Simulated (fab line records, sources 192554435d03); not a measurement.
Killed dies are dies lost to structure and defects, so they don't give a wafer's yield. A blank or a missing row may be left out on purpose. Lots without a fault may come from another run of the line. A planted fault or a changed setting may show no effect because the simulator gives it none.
Chamber matching | flow n5_finfet | N5_BEOL_M2_STRIP_66 on rie_diel-03: 4 sister chambers
The step strips in CF4. 4 wafers are shown with their chamber, then 12 later ones without.

WAFERS WITH THEIR CHAMBER
wafer  | chamber | drypump_motor_current_A (A)
L087.1 | 0       | 6.3
L090.2 | 3       | 5.4
L090.3 | 2       | 5.6
L090.6 | 1       | 5.1

WAFERS WITHOUT THEIR CHAMBER
wafer  | drypump_motor_current_A (A)
L091.1 | 6.3
L091.3 | 5.7
L091.6 | 5.1
L094.1 | 5.6
L094.4 | 6.4
L094.5 | 5.1
L095.1 | 5.6
L095.3 | 5.4
L095.6 | 5.1
L096.2 | 5.4
L096.3 | 6.3
L096.5 | 5.6

WHICH CHAMBER EACH WENT THROUGH
wafer  | from the rows above | in truth
L091.1 | 0                   | 0
L091.3 | 2                   | 2
L091.6 | 1                   | 1
L094.1 | 2                   | 2
L094.4 | 0                   | 0
L094.5 | 1                   | 1
L095.1 | 2                   | 2
L095.3 | 3                   | 3
L095.6 | 1                   | 1
L096.2 | 3                   | 3
L096.3 | 0                   | 0
L096.5 | 2                   | 2
Placed correctly: 12 of 12. Can't be placed from these rows: 0. Placed wrongly: 0.
How it was worked out, from the rows above alone: a wafer's distance from a chamber is the root of the sum, over the readings, of the square of ((its reading less the chamber's mean) divided by the reading's scatter). The wafer belongs to the nearest chamber; if the next one is less than 2 further off, it can't be placed. A chamber's mean is the mean of its shown wafers. The scatter: with one shown wafer a chamber, the root of the mean of the squares of how far each hidden wafer lies from its nearest shown one.
